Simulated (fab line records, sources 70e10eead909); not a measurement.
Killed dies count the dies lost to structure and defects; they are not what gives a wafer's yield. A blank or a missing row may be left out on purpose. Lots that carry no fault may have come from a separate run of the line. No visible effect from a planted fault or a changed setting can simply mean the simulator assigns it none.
The tool behind it: which one? || flow nandHarc || 72 wafers from 24 lots sampled at 5 of the route's 1302 steps

WHAT THE GAUGES SHOWED, per wafer
NHARC_A_M0_INSPECT_11. Usual: 89 for rawDefectCount, sd 38.
{"lot": "L074", "measured": "day 23 08:50", "on": "defectInspect-01", "rawDefectCount": "124 141 151", "flag": ""}
{"lot": "L076", "measured": "day 23 13:33", "on": "defectInspect-01", "rawDefectCount": "142 147 121", "flag": ""}
{"lot": "L075", "measured": "day 23 18:50", "on": "defectInspect-01", "rawDefectCount": "54 59 61", "flag": ""}
{"lot": "L078", "measured": "day 24 22:08", "on": "defectInspect-02", "rawDefectCount": "153 158 180", "flag": ""}
{"lot": "L079", "measured": "day 25 17:11", "on": "defectInspect-02", "rawDefectCount": "74 76 67", "flag": ""}
{"lot": "L080", "measured": "day 25 18:58", "on": "defectInspect-01", "rawDefectCount": "96 108 103", "flag": ""}
{"lot": "L082", "measured": "day 25 20:32", "on": "defectInspect-02", "rawDefectCount": "75 80 80", "flag": ""}
{"lot": "L081", "measured": "day 25 22:25", "on": "defectInspect-02", "rawDefectCount": "66 80 80", "flag": ""}
{"lot": "L077", "measured": "day 25 23:32", "on": "defectInspect-02", "rawDefectCount": "60 65 63", "flag": ""}
{"lot": "L086", "measured": "day 27 01:40", "on": "defectInspect-02", "rawDefectCount": "33 52 49", "flag": ""}
{"lot": "L085", "measured": "day 27 06:22", "on": "defectInspect-01", "rawDefectCount": "90 87 83", "flag": ""}
{"lot": "L083", "measured": "day 27 07:02", "on": "defectInspect-01", "rawDefectCount": "123 139 135", "flag": ""}
{"lot": "L084", "measured": "day 27 13:08", "on": "defectInspect-02", "rawDefectCount": "107 156 132", "flag": ""}
{"lot": "L087", "measured": "day 28 03:56", "on": "defectInspect-01", "rawDefectCount": "131 137 107", "flag": ""}
{"lot": "L089", "measured": "day 28 21:17", "on": "defectInspect-01", "rawDefectCount": "21 22 28", "flag": ""}
{"lot": "L088", "measured": "day 28 21:26", "on": "defectInspect-02", "rawDefectCount": "138 175 140", "flag": ""}
{"lot": "L091", "measured": "day 29 09:20", "on": "defectInspect-01", "rawDefectCount": "64 66 85", "flag": ""}
{"lot": "L090", "measured": "day 30 04:16", "on": "defectInspect-01", "rawDefectCount": "120 119 129", "flag": ""}
{"lot": "L092", "measured": "day 30 08:56", "on": "defectInspect-01", "rawDefectCount": "39 32 22", "flag": ""}
{"lot": "L093", "measured": "day 31 03:08", "on": "defectInspect-02", "rawDefectCount": "68 74 62", "flag": ""}
{"lot": "L094", "measured": "day 31 20:20", "on": "defectInspect-02", "rawDefectCount": "67 58 60", "flag": ""}
{"lot": "L095", "measured": "day 32 07:32", "on": "defectInspect-01", "rawDefectCount": "62 58 52", "flag": ""}
{"lot": "L096", "measured": "day 32 09:44", "on": "defectInspect-01", "rawDefectCount": "65 75 58", "flag": ""}
{"lot": "L097", "measured": "day 32 23:55", "on": "defectInspect-01", "rawDefectCount": "115 108 96", "flag": ""}

NHARC_A_BONDPAD_CD_MEAS_13. Usual: 499.6 nm for cdNm, sd 1.8.
{"lot": "L074", "measured": "day 23 18:05", "on": "cdSem-02", "cdNm (nm)": "499.5 502.0 499.7", "flag": ""}
{"lot": "L076", "measured": "day 23 22:42", "on": "cdSem-03", "cdNm (nm)": "496.1 499.4 499.2", "flag": ""}
{"lot": "L075", "measured": "day 24 03:59", "on": "cdSem-01", "cdNm (nm)": "495.4 499.6 497.9", "flag": ""}
{"lot": "L078", "measured": "day 25 07:19", "on": "cdSem-02", "cdNm (nm)": "499.8 499.3 500.4", "flag": ""}
{"lot": "L079", "measured": "day 26 02:15", "on": "cdSem-03", "cdNm (nm)": "499.5 500.4 502.5", "flag": ""}
{"lot": "L080", "measured": "day 26 04:18", "on": "cdSem-02", "cdNm (nm)": "498.2 498.6 499.2", "flag": ""}
{"lot": "L082", "measured": "day 26 06:04", "on": "cdSem-02", "cdNm (nm)": "498.7 501.8 503.5", "flag": ""}
{"lot": "L081", "measured": "day 26 08:16", "on": "cdSem-02", "cdNm (nm)": "500.4 498.6 499.1", "flag": ""}
{"lot": "L077", "measured": "day 26 09:37", "on": "cdSem-03", "cdNm (nm)": "498.0 500.2 500.0", "flag": ""}
{"lot": "L086", "measured": "day 27 12:08", "on": "cdSem-01", "cdNm (nm)": "498.6 499.2 498.5", "flag": ""}
{"lot": "L085", "measured": "day 27 15:30", "on": "cdSem-02", "cdNm (nm)": "497.9 500.0 498.8", "flag": ""}
{"lot": "L083", "measured": "day 27 16:44", "on": "cdSem-01", "cdNm (nm)": "498.9 499.4 500.4", "flag": ""}
{"lot": "L084", "measured": "day 27 22:53", "on": "cdSem-01", "cdNm (nm)": "499.8 498.2 500.4", "flag": ""}
{"lot": "L087", "measured": "day 28 18:06", "on": "cdSem-02", "cdNm (nm)": "498.4 498.4 499.1", "flag": ""}
{"lot": "L089", "measured": "day 29 06:58", "on": "cdSem-02", "cdNm (nm)": "499.3 499.6 497.7", "flag": ""}
{"lot": "L088", "measured": "day 29 06:49", "on": "cdSem-01", "cdNm (nm)": "498.3 499.6 498.0", "flag": ""}
{"lot": "L091", "measured": "day 29 18:56", "on": "cdSem-03", "cdNm (nm)": "501.7 502.0 501.2", "flag": ""}
{"lot": "L090", "measured": "day 30 13:52", "on": "cdSem-03", "cdNm (nm)": "501.5 496.7 495.6", "flag": ""}
{"lot": "L092", "measured": "day 30 18:08", "on": "cdSem-01", "cdNm (nm)": "500.9 500.7 498.9", "flag": ""}
{"lot": "L093", "measured": "day 31 12:49", "on": "cdSem-03", "cdNm (nm)": "498.3 499.5 499.5", "flag": ""}
{"lot": "L094", "measured": "day 32 05:35", "on": "cdSem-01", "cdNm (nm)": "500.1 497.1 498.4", "flag": ""}
{"lot": "L095", "measured": "day 32 16:43", "on": "cdSem-02", "cdNm (nm)": "499.6 499.1 499.3", "flag": ""}
{"lot": "L096", "measured": "day 32 18:53", "on": "cdSem-02", "cdNm (nm)": "497.7 499.4 500.1", "flag": ""}
{"lot": "L097", "measured": "day 33 11:34", "on": "cdSem-01", "cdNm (nm)": "498.3 498.9 498.4", "flag": ""}

EACH LOT AND THE TOOL THAT RAN IT (in order: tool; ch and the chambers of the sampled wafers; start)
{"lot": "L074", "NHARC_A_M0_PRE_CLEAN_29": "pvdSputter-03, day 23 16:22 or earlier", "NHARC_A_M1_PVD_20": "pvdSputter-01, day 23 16:22 or earlier", "NHARC_A_BONDPAD_DEP_00": "pecvd-04 ch 1,2, day 23 16:22"}
{"lot": "L076", "NHARC_A_M0_PRE_CLEAN_29": "pvdSputter-03, day 23 20:56 or earlier", "NHARC_A_M1_PVD_20": "pvdSputter-01, day 23 20:56 or earlier", "NHARC_A_BONDPAD_DEP_00": "pecvd-02 ch 0,1, day 23 20:56"}
{"lot": "L075", "NHARC_A_M0_PRE_CLEAN_29": "pvdSputter-01, day 24 02:19 or earlier", "NHARC_A_M1_PVD_20": "pvdSputter-03, day 24 02:19 or earlier", "NHARC_A_BONDPAD_DEP_00": "pecvd-04 ch 0,1,2, day 24 02:19"}
{"lot": "L078", "NHARC_A_M0_PRE_CLEAN_29": "pvdSputter-03, day 25 05:22 or earlier", "NHARC_A_M1_PVD_20": "pvdSputter-02, day 25 05:22 or earlier", "NHARC_A_BONDPAD_DEP_00": "pecvd-02 ch 1,2, day 25 05:22"}
{"lot": "L079", "NHARC_A_M0_PRE_CLEAN_29": "pvdSputter-03, day 26 00:38 or earlier", "NHARC_A_M1_PVD_20": "pvdSputter-01, day 26 00:38 or earlier", "NHARC_A_BONDPAD_DEP_00": "pecvd-04 ch 0,2, day 26 00:38"}
{"lot": "L080", "NHARC_A_M0_PRE_CLEAN_29": "pvdSputter-01, day 26 04:18 or earlier", "NHARC_A_M1_PVD_20": "pvdSputter-01, day 26 04:18 or earlier", "NHARC_A_BONDPAD_DEP_00": "pecvd-04 ch 0,1,2, day 26 04:18 or earlier"}
{"lot": "L082", "NHARC_A_M0_PRE_CLEAN_29": "pvdSputter-03, day 26 04:21 or earlier", "NHARC_A_M1_PVD_20": "pvdSputter-01, day 26 04:21 or earlier", "NHARC_A_BONDPAD_DEP_00": "pecvd-03 ch 0,1,2, day 26 04:21"}
{"lot": "L081", "NHARC_A_M0_PRE_CLEAN_29": "pvdSputter-03, day 26 06:34 or earlier", "NHARC_A_M1_PVD_20": "pvdSputter-02, day 26 06:34 or earlier", "NHARC_A_BONDPAD_DEP_00": "pecvd-03 ch 0,1,2, day 26 06:34"}
{"lot": "L077", "NHARC_A_M0_PRE_CLEAN_29": "pvdSputter-03, day 26 07:51 or earlier", "NHARC_A_M1_PVD_20": "pvdSputter-03, day 26 07:51 or earlier", "NHARC_A_BONDPAD_DEP_00": "pecvd-02 ch 1,2, day 26 07:51"}
{"lot": "L086", "NHARC_A_M0_PRE_CLEAN_29": "pvdSputter-03, day 27 12:08 or earlier", "NHARC_A_M1_PVD_20": "pvdSputter-01, day 27 12:08 or earlier", "NHARC_A_BONDPAD_DEP_00": "pecvd-02 ch 0,2, day 27 12:08 or earlier"}
{"lot": "L085", "NHARC_A_M0_PRE_CLEAN_29": "pvdSputter-02, day 27 13:53 or earlier", "NHARC_A_M1_PVD_20": "pvdSputter-01, day 27 13:53 or earlier", "NHARC_A_BONDPAD_DEP_00": "pecvd-02 ch 0,1, day 27 13:53"}
{"lot": "L083", "NHARC_A_M0_PRE_CLEAN_29": "pvdSputter-03, day 27 15:02 or earlier", "NHARC_A_M1_PVD_20": "pvdSputter-02, day 27 15:02 or earlier", "NHARC_A_BONDPAD_DEP_00": "pecvd-03 ch 0,2, day 27 15:02"}
{"lot": "L084", "NHARC_A_M0_PRE_CLEAN_29": "pvdSputter-03, day 27 21:07 or earlier", "NHARC_A_M1_PVD_20": "pvdSputter-01, day 27 21:07 or earlier", "NHARC_A_BONDPAD_DEP_00": "pecvd-03 ch 0,1, day 27 21:07"}
{"lot": "L087", "NHARC_A_M0_PRE_CLEAN_29": "pvdSputter-02, day 28 18:06 or earlier", "NHARC_A_M1_PVD_20": "pvdSputter-02, day 28 18:06 or earlier", "NHARC_A_BONDPAD_DEP_00": "pecvd-02 ch 0,2, day 28 18:06 or earlier"}
{"lot": "L089", "NHARC_A_M0_PRE_CLEAN_29": "pvdSputter-03, day 29 06:58 or earlier", "NHARC_A_M1_PVD_20": "pvdSputter-03, day 29 06:58 or earlier", "NHARC_A_BONDPAD_DEP_00": "pecvd-04 ch 0,1,2, day 29 06:58 or earlier"}
{"lot": "L088", "NHARC_A_M0_PRE_CLEAN_29": "pvdSputter-02, day 29 05:12 or earlier", "NHARC_A_M1_PVD_20": "pvdSputter-02, day 29 05:12 or earlier", "NHARC_A_BONDPAD_DEP_00": "pecvd-03 ch 0,1,2, day 29 05:12"}
{"lot": "L091", "NHARC_A_M0_PRE_CLEAN_29": "pvdSputter-02, day 29 17:14 or earlier", "NHARC_A_M1_PVD_20": "pvdSputter-02, day 29 17:14 or earlier", "NHARC_A_BONDPAD_DEP_00": "pecvd-02 ch 0,1,2, day 29 17:14"}
{"lot": "L090", "NHARC_A_M0_PRE_CLEAN_29": "pvdSputter-03, day 30 12:06 or earlier", "NHARC_A_M1_PVD_20": "pvdSputter-02, day 30 12:06 or earlier", "NHARC_A_BONDPAD_DEP_00": "pecvd-04 ch 1,2, day 30 12:06"}
{"lot": "L092", "NHARC_A_M0_PRE_CLEAN_29": "pvdSputter-01, day 30 16:26 or earlier", "NHARC_A_M1_PVD_20": "pvdSputter-01, day 30 16:26 or earlier", "NHARC_A_BONDPAD_DEP_00": "pecvd-02 ch 0,1,2, day 30 16:26"}
{"lot": "L093", "NHARC_A_M0_PRE_CLEAN_29": "pvdSputter-02, day 31 11:19 or earlier", "NHARC_A_M1_PVD_20": "pvdSputter-03, day 31 11:19 or earlier", "NHARC_A_BONDPAD_DEP_00": "pecvd-02 ch 0,1,2, day 31 11:19"}
{"lot": "L094", "NHARC_A_M0_PRE_CLEAN_29": "pvdSputter-02, day 32 03:49 or earlier", "NHARC_A_M1_PVD_20": "pvdSputter-02, day 32 03:49 or earlier", "NHARC_A_BONDPAD_DEP_00": "pecvd-02 ch 0,1,2, day 32 03:49"}
{"lot": "L095", "NHARC_A_M0_PRE_CLEAN_29": "pvdSputter-01, day 32 14:56 or earlier", "NHARC_A_M1_PVD_20": "pvdSputter-02, day 32 14:56 or earlier", "NHARC_A_BONDPAD_DEP_00": "pecvd-03 ch 0,1,2, day 32 14:56"}
{"lot": "L096", "NHARC_A_M0_PRE_CLEAN_29": "pvdSputter-01, day 32 17:07 or earlier", "NHARC_A_M1_PVD_20": "pvdSputter-02, day 32 17:07 or earlier", "NHARC_A_BONDPAD_DEP_00": "pecvd-03 ch 0,1,2, day 32 17:07"}
{"lot": "L097", "NHARC_A_M0_PRE_CLEAN_29": "pvdSputter-02, day 33 09:49 or earlier", "NHARC_A_M1_PVD_20": "pvdSputter-02, day 33 09:49 or earlier", "NHARC_A_BONDPAD_DEP_00": "pecvd-03 ch 0,1,2, day 33 09:49"}
- NHARC_A_M0_PRE_CLEAN_29: time 30 s.
- NHARC_A_M1_PVD_20: deposits TaN, target thk 5 nm, time 8.06 s.
- NHARC_A_BONDPAD_DEP_00: deposits SiCN, target thk 250 nm.

WHAT THE TOOLS THEMSELVES READ (means of the sampled wafers that have a number; where no wafer has one, the mark that the record gives instead)
NHARC_A_M0_PRE_CLEAN_29. Usual: 385 W for heaterPowerW, sd 44.
{"lot": "L074", "tool": "pvdSputter-03", "heaterPowerW (W)": 394, "flag": ""}
{"lot": "L076", "tool": "pvdSputter-03", "heaterPowerW (W)": 369, "flag": ""}
{"lot": "L075", "tool": "pvdSputter-01", "heaterPowerW (W)": 439, "flag": ""}
{"lot": "L078", "tool": "pvdSputter-03", "heaterPowerW (W)": 359, "flag": ""}
{"lot": "L079", "tool": "pvdSputter-03", "heaterPowerW (W)": 359, "flag": ""}
{"lot": "L080", "tool": "pvdSputter-01", "heaterPowerW (W)": 435, "flag": ""}
{"lot": "L082", "tool": "pvdSputter-03", "heaterPowerW (W)": 360, "flag": ""}
{"lot": "L081", "tool": "pvdSputter-03", "heaterPowerW (W)": 392, "flag": ""}
{"lot": "L077", "tool": "pvdSputter-03", "heaterPowerW (W)": 363, "flag": ""}
{"lot": "L086", "tool": "pvdSputter-03", "heaterPowerW (W)": 366, "flag": ""}
{"lot": "L085", "tool": "pvdSputter-02", "heaterPowerW (W)": 415, "flag": ""}
{"lot": "L083", "tool": "pvdSputter-03", "heaterPowerW (W)": 367, "flag": ""}
{"lot": "L084", "tool": "pvdSputter-03", "heaterPowerW (W)": 364, "flag": ""}
{"lot": "L087", "tool": "pvdSputter-02", "heaterPowerW (W)": 414, "flag": ""}
{"lot": "L089", "tool": "pvdSputter-03", "heaterPowerW (W)": 364, "flag": ""}
{"lot": "L088", "tool": "pvdSputter-02", "heaterPowerW (W)": 405, "flag": ""}
{"lot": "L091", "tool": "pvdSputter-02", "heaterPowerW (W)": 412, "flag": ""}
{"lot": "L090", "tool": "pvdSputter-03", "heaterPowerW (W)": 367, "flag": ""}
{"lot": "L092", "tool": "pvdSputter-01", "heaterPowerW (W)": 391, "flag": ""}
{"lot": "L093", "tool": "pvdSputter-02", "heaterPowerW (W)": 392, "flag": ""}
{"lot": "L094", "tool": "pvdSputter-02", "heaterPowerW (W)": 393, "flag": ""}
{"lot": "L095", "tool": "pvdSputter-01", "heaterPowerW (W)": 433, "flag": ""}
{"lot": "L096", "tool": "pvdSputter-01", "heaterPowerW (W)": 398, "flag": ""}
{"lot": "L097", "tool": "pvdSputter-02", "heaterPowerW (W)": 384, "flag": ""}

NHARC_A_M1_PVD_20. Usual: 30.0 % for throttleValvePct, sd 1.
{"lot": "L074", "tool": "pvdSputter-01", "throttleValvePct (%)": 29.4, "flag": ""}
{"lot": "L076", "tool": "pvdSputter-01", "throttleValvePct (%)": 30.3, "flag": ""}
{"lot": "L075", "tool": "pvdSputter-03", "throttleValvePct (%)": 31.1, "flag": ""}
{"lot": "L078", "tool": "pvdSputter-02", "throttleValvePct (%)": 30.6, "flag": ""}
{"lot": "L079", "tool": "pvdSputter-01", "throttleValvePct (%)": 30.2, "flag": ""}
{"lot": "L080", "tool": "pvdSputter-01", "throttleValvePct (%)": 30.0, "flag": ""}
{"lot": "L082", "tool": "pvdSputter-01", "throttleValvePct (%)": 29.8, "flag": ""}
{"lot": "L081", "tool": "pvdSputter-02", "throttleValvePct (%)": 29.9, "flag": ""}
{"lot": "L077", "tool": "pvdSputter-03", "throttleValvePct (%)": 30.4, "flag": ""}
{"lot": "L086", "tool": "pvdSputter-01", "throttleValvePct (%)": 30.2, "flag": ""}
{"lot": "L085", "tool": "pvdSputter-01", "throttleValvePct (%)": 29.7, "flag": ""}
{"lot": "L083", "tool": "pvdSputter-02", "throttleValvePct (%)": 28.8, "flag": ""}
{"lot": "L084", "tool": "pvdSputter-01", "throttleValvePct (%)": 30.2, "flag": ""}
{"lot": "L087", "tool": "pvdSputter-02", "throttleValvePct (%)": 29.2, "flag": ""}
{"lot": "L089", "tool": "pvdSputter-03", "throttleValvePct (%)": 30.9, "flag": ""}
{"lot": "L088", "tool": "pvdSputter-02", "throttleValvePct (%)": 29.8, "flag": ""}
{"lot": "L091", "tool": "pvdSputter-02", "throttleValvePct (%)": 29.2, "flag": ""}
{"lot": "L090", "tool": "pvdSputter-02", "throttleValvePct (%)": 30.4, "flag": ""}
{"lot": "L092", "tool": "pvdSputter-01", "throttleValvePct (%)": 29.4, "flag": ""}
{"lot": "L093", "tool": "pvdSputter-03", "throttleValvePct (%)": 30.3, "flag": ""}
{"lot": "L094", "tool": "pvdSputter-02", "throttleValvePct (%)": 29.8, "flag": ""}
{"lot": "L095", "tool": "pvdSputter-02", "throttleValvePct (%)": 29.7, "flag": ""}
{"lot": "L096", "tool": "pvdSputter-02", "throttleValvePct (%)": 29.7, "flag": ""}
{"lot": "L097", "tool": "pvdSputter-02", "throttleValvePct (%)": 30.9, "flag": ""}

NHARC_A_BONDPAD_DEP_00. Usual: heaterPowerW 595 W, standard deviation 110; rfFwdPowerW 448.9 W, standard deviation 1.4.
{"lot": "L074", "tool": "pecvd-04", "heaterPowerW (W)": 513, "rfFwdPowerW (W)": 449.2, "flag": ""}
{"lot": "L076", "tool": "pecvd-02", "heaterPowerW (W)": 630, "rfFwdPowerW (W)": 449.4, "flag": ""}
{"lot": "L075", "tool": "pecvd-04", "heaterPowerW (W)": 550, "rfFwdPowerW (W)": 448.6, "flag": ""}
{"lot": "L078", "tool": "pecvd-02", "heaterPowerW (W)": 553, "rfFwdPowerW (W)": 448.1, "flag": ""}
{"lot": "L079", "tool": "pecvd-04", "heaterPowerW (W)": 635, "rfFwdPowerW (W)": 449.0, "flag": ""}
{"lot": "L080", "tool": "pecvd-04", "heaterPowerW (W)": 571, "rfFwdPowerW (W)": 448.7, "flag": ""}
{"lot": "L082", "tool": "pecvd-03", "heaterPowerW (W)": 582, "rfFwdPowerW (W)": 449.8, "flag": ""}
{"lot": "L081", "tool": "pecvd-03", "heaterPowerW (W)": 584, "rfFwdPowerW (W)": 448.6, "flag": ""}
{"lot": "L077", "tool": "pecvd-02", "heaterPowerW (W)": 508, "rfFwdPowerW (W)": 448.2, "flag": ""}
{"lot": "L086", "tool": "pecvd-02", "heaterPowerW (W)": 690, "rfFwdPowerW (W)": 447.9, "flag": ""}
{"lot": "L085", "tool": "pecvd-02", "heaterPowerW (W)": 720, "rfFwdPowerW (W)": 448.7, "flag": ""}
{"lot": "L083", "tool": "pecvd-03", "heaterPowerW (W)": 552, "rfFwdPowerW (W)": 448.8, "flag": ""}
{"lot": "L084", "tool": "pecvd-03", "heaterPowerW (W)": 551, "rfFwdPowerW (W)": 450.4, "flag": ""}
{"lot": "L087", "tool": "pecvd-02", "heaterPowerW (W)": 687, "rfFwdPowerW (W)": 448.2, "flag": ""}
{"lot": "L089", "tool": "pecvd-04", "heaterPowerW (W)": 582, "rfFwdPowerW (W)": 447.9, "flag": ""}
{"lot": "L088", "tool": "pecvd-03", "heaterPowerW (W)": 541, "rfFwdPowerW (W)": 448.3, "flag": ""}
{"lot": "L091", "tool": "pecvd-02", "heaterPowerW (W)": 631, "rfFwdPowerW (W)": 450.1, "flag": ""}
{"lot": "L090", "tool": "pecvd-04", "heaterPowerW (W)": 513, "rfFwdPowerW (W)": 450.2, "flag": ""}
{"lot": "L092", "tool": "pecvd-02", "heaterPowerW (W)": 673, "rfFwdPowerW (W)": 447.9, "flag": ""}
{"lot": "L093", "tool": "pecvd-02", "heaterPowerW (W)": 652, "rfFwdPowerW (W)": 448.4, "flag": ""}
{"lot": "L094", "tool": "pecvd-02", "heaterPowerW (W)": 645, "rfFwdPowerW (W)": 449.8, "flag": ""}
{"lot": "L095", "tool": "pecvd-03", "heaterPowerW (W)": 580, "rfFwdPowerW (W)": 447.7, "flag": ""}
{"lot": "L096", "tool": "pecvd-03", "heaterPowerW (W)": 578, "rfFwdPowerW (W)": 448.8, "flag": ""}
{"lot": "L097", "tool": "pecvd-03", "heaterPowerW (W)": 529, "rfFwdPowerW (W)": 447.2, "flag": ""}

THE ANSWER, worked out from the rows above alone
Rule: lot off if the mean of its wafers having a number is beyond 3 standard deviations from the usual mean. A lot without any number at a reading at which 4 lots or more have one is off too. Where the step has rows for the other lots, those lots are counted as sound. After the gauges, taken in route order, come the tools' own readings; for these a lot's mean is taken, as printed above. The first step at which some lot is off is used, and at that step the reading that is off furthest; a lot without a number counts as furthest.
No lot is off on any of the readings shown, so nothing can be concluded from this.

WHAT THE SIMULATOR HAD INSERTED
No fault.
